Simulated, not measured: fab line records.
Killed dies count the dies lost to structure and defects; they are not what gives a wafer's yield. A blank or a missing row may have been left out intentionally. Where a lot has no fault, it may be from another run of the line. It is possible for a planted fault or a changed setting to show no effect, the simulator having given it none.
Which tool was responsible? | flow nandHarc | 39 wafers from 13 lots sampled at 6 of the route's 1302 steps

== WHAT EACH GAUGE READ, for each wafer ==
NHARC_P_ZERO_WELL_CD_MEAS_11 targets a cd of 500 nm. Usual: cdNm 500.0 nm, standard deviation 2.1.
lot  | measured     | on       | cdNm (nm)         | flag
L797 | day 2 17:07  | cdSem-01 | 497.8 499.5 497.6 | 
L798 | day 3 03:15  | cdSem-03 | 503.5 498.0 497.4 | 
L799 | day 3 13:22  | cdSem-01 | 498.0 502.6 500.3 | 
L800 | day 3 23:07  | cdSem-03 | 495.8 501.1 501.2 | 
L803 | day 5 05:15  | cdSem-01 | 496.9 495.0 497.4 | 
L804 | day 5 15:07  | cdSem-03 | 500.1 498.7 498.7 | 
L805 | day 6 01:14  | cdSem-02 | 495.9 500.5 494.3 | 
L806 | day 6 11:15  | cdSem-01 | 496.9 504.4 498.6 | 
L808 | day 7 07:15  | cdSem-01 | 505.2 501.2 500.7 | 
L809 | day 7 17:17  | cdSem-03 | 499.3 501.9 500.0 | 
L811 | day 8 13:08  | cdSem-02 | 504.2 506.4 499.9 | 
L813 | day 9 09:16  | cdSem-01 | 501.4 500.1 500.3 | 
L818 | day 11 11:08 | cdSem-03 | 501.2 503.2 500.0 | 

NHARC_P_ZERO_WELL_CD_MEAS_24 targets a cd of 720 nm. Usual: cdNm 719.5 nm, standard deviation 2.5.
lot  | measured     | on       | cdNm (nm)         | flag
L797 | day 2 18:28  | cdSem-02 | 717.0 716.9 716.7 | 
L798 | day 3 04:35  | cdSem-02 | 720.3 716.2 718.3 | 
L799 | day 3 14:46  | cdSem-02 | 718.3 717.4 718.2 | 
L800 | day 4 00:21  | cdSem-03 | 720.8 720.9 722.2 | 
L803 | day 5 06:36  | cdSem-03 | 717.1 717.3 713.4 | 
L804 | day 5 16:20  | cdSem-01 | 717.5 721.2 714.4 | 
L805 | day 6 02:35  | cdSem-02 | 716.7 717.5 717.8 | 
L806 | day 6 12:35  | cdSem-02 | 721.0 719.7 718.1 | 
L808 | day 7 08:38  | cdSem-01 | 722.7 721.5 722.9 | 
L809 | day 7 18:32  | cdSem-02 | 723.8 715.8 720.3 | 
L811 | day 8 14:40  | cdSem-01 | 724.9 720.3 722.3 | 
L813 | day 9 10:36  | cdSem-02 | 719.3 716.0 722.7 | 
L818 | day 11 12:31 | cdSem-01 | 720.2 723.2 719.5 | 

NHARC_P_STI_INSPECT_11. Usual: rawDefectCount 5.5, standard deviation 2.8.
lot  | measured     | on               | rawDefectCount | flag
L797 | day 3 14:43  | defectInspect-02 | 8 11 2         | 
L798 | day 4 00:15  | defectInspect-02 | 7 14 6         | 
L799 | day 4 11:23  | defectInspect-01 | 4 4 3          | 
L800 | day 4 20:16  | defectInspect-02 | 7 11 10        | 
L803 | day 6 03:21  | defectInspect-02 | 7 6 6          | 
L804 | day 6 14:41  | defectInspect-01 | 5 2 4          | 
L805 | day 7 01:49  | defectInspect-02 | 9 3 2          | 
L806 | day 7 12:17  | defectInspect-01 | 3 13 10        | 
L808 | day 8 08:48  | defectInspect-02 | 2 10 4         | 
L809 | day 8 17:30  | defectInspect-02 | 661 631 646    | OFF
L811 | day 9 12:44  | defectInspect-01 | 656 663 686    | OFF
L813 | day 10 13:04 | defectInspect-01 | 6 7 1          | 
L818 | day 12 10:58 | defectInspect-01 | 3 5 5          | 

NHARC_END_SORT_01. Usual: killedAtArray 59, standard deviation 21; killedAtOther 0.8, standard deviation 1.1; killedAtPeriphery 4.1, standard deviation 2.8; killedDies 64, standard deviation 20; killedOpen 3.1, standard deviation 1.7; killedShort 2.4, standard deviation 1.6.
lot  | measured     | on        | killedAtArray | killedAtOther | killedAtPeriphery | killedDies  | killedOpen | killedShort | flag
L804 | day 29 08:59 | prober-02 | 75 56 47      | 1 1 0         | 6 10 8            | 82 67 55    | 3 0 3      | 5 3 2       | 
L809 | day 30 19:57 | prober-01 | 65 74 61      | 0 0 1         | 71 57 95          | 136 131 157 | 4 3 4      | 2 2 1       | OFF
L811 | day 31 01:37 | prober-02 | 72 92 93      | 0 0 1         | 63 49 94          | 135 141 188 | 2 1 2      | 0 0 2       | OFF

== WHICH TOOL RAN EACH LOT (tool, then ch and the chambers of the sampled wafers, then the start) ==
lot  | NHARC_P_STI_ETCH_26                | NHARC_P_GATE_ETCHBACK_37
L797 | wetBench-05 ch 0,6,7, day 2 23:29  | rieDiel-05 ch 1,2,3, no start
L798 | wetBench-05 ch 1,2,5, day 3 09:38  | rieDiel-05 ch 0,2,3, no start
L799 | wetBench-04 ch 0,4,6, day 3 19:59  | rieDiel-10 ch 2,3, no start
L800 | wetBench-04 ch 3,5,6, day 4 05:14  | rieDiel-05 ch 1,2,3, no start
L803 | wetBench-05 ch 0,2,4, day 5 11:44  | rieDiel-10 ch 0,3, no start
L804 | wetBench-05 ch 2,5,6, day 5 21:29  | rieDiel-10 ch 1,2,3, day 29 08:59 or earlier
L805 | wetBench-05 ch 4,6,7, day 6 07:48  | rieDiel-09 ch 0,1,2, no start
L806 | wetBench-03 ch 0,1,5, day 6 18:22  | rieDiel-10 ch 1,2, no start
L808 | wetBench-04 ch 0,1,7, day 7 18:08  | rieDiel-10 ch 1,3, no start
L809 | wetBench-05 ch 2,5,7, day 7 23:39  | rieDiel-05 ch 0,1,3, day 30 19:57 or earlier
L811 | wetBench-05 ch 0,1,5, day 8 20:16  | rieDiel-09 ch 0,1, day 31 01:37 or earlier
L813 | wetBench-04 ch 4,5,6, day 9 15:47  | rieDiel-10 ch 0,2, no start
L818 | wetBench-05 ch 2,3,7, day 11 17:25 | rieDiel-05 ch 0,1, no start
- NHARC_P_STI_ETCH_26: etches SiO2 in dHF, target depth 11 nm.
- NHARC_P_GATE_ETCHBACK_37: etches the open film in CHF3/O2, target depth 34.5 nm, time 17.2 s.

== AS READ BY THE TOOLS THEMSELVES (means over the sampled wafers that have a number; for cases with no such wafer, the mark the record gives instead) ==
NHARC_P_GATE_ETCHBACK_37. Usual: drypumpMotorCurrentA 5.8 A, standard deviation 0.46; oesProductAu 0.94 a.u., standard deviation 0.031; rfFwdPowerW 491.2 W, standard deviation 2.4; rfVppV 372.1 V, standard deviation 2; showerheadPlenumPTorr 2.47 Torr, standard deviation 0.092; throttleValvePct 20.573 %, standard deviation 0.01.
lot  | tool       | drypumpMotorCurrentA (A) | oesProductAu (a.u.) | rfFwdPowerW (W) | rfVppV (V) | showerheadPlenumPTorr (Torr) | throttleValvePct (%) | flag
L797 | rieDiel-05 | 6.1                      | 0.93                | 493.3           | 371.6      | 2.42                         | 20.574               | 
L798 | rieDiel-05 | 5.8                      | 0.92                | 491.2           | 371.1      | 2.37                         | 20.566               | 
L799 | rieDiel-10 | 5.6                      | 0.95                | 489.9           | 372.6      | 2.51                         | 20.591               | 
L800 | rieDiel-05 | 6.1                      | 0.91                | 491.0           | 371.0      | 2.42                         | 20.566               | 
L803 | rieDiel-10 | 5.5                      | 0.95                | 494.1           | 373.6      | 2.53                         | 20.567               | 
L804 | rieDiel-10 | 5.9                      | 0.97                | 489.6           | 372.6      | 2.50                         | 20.575               | 
L805 | rieDiel-09 | 5.4                      | 0.92                | 492.5           | 373.2      | 2.51                         | 20.571               | 
L806 | rieDiel-10 | 6.3                      | 0.92                | 489.8           | 372.6      | 2.53                         | 20.574               | 
L808 | rieDiel-10 | 6.0                      | 1.01                | 491.6           | 371.8      | 2.47                         | 20.577               | 
L809 | rieDiel-05 | 6.0                      | 0.95                | 491.6           | 369.4      | 2.35                         | 20.573               | 
L811 | rieDiel-09 | 5.5                      | 0.93                | 490.8           | 374.3      | 2.56                         | 20.574               | 
L813 | rieDiel-10 | 5.5                      | 0.94                | 492.9           | 374.1      | 2.56                         | 20.572               | 
L818 | rieDiel-05 | 6.0                      | 0.93                | 491.6           | 370.4      | 2.37                         | 20.582               | 

== THE ANSWER, worked out from the rows above alone ==
Rule: take the mean of a lot's wafers that have a number; if it is more than 3 standard deviations from the usual mean, the lot is off. Also off: a lot with no number at a reading for which 4 or more lots have one. Where the step has rows for the other lots, those lots are counted as sound. The gauges are gone through in route order, then the tools' own readings, and for those a lot's mean is taken as printed above. The first step at which some lot is off is used, and at that step the reading that is off furthest; a lot without a number counts as furthest.
Off: L809, L811 (NHARC_P_STI_INSPECT_11, rawDefectCount).
If a tool, at a process step before that reading, ran all the lots that are off and no sound lot after the first of them, it fits. Not tried: the gauges at NHARC_P_STI_INSPECT_11; whatever is off there is also off at NHARC_END_SORT_01, on other tools, and gauge error can't account for it. Of those tried, none fits.

== WHAT THE SIMULATOR PUT IN ==
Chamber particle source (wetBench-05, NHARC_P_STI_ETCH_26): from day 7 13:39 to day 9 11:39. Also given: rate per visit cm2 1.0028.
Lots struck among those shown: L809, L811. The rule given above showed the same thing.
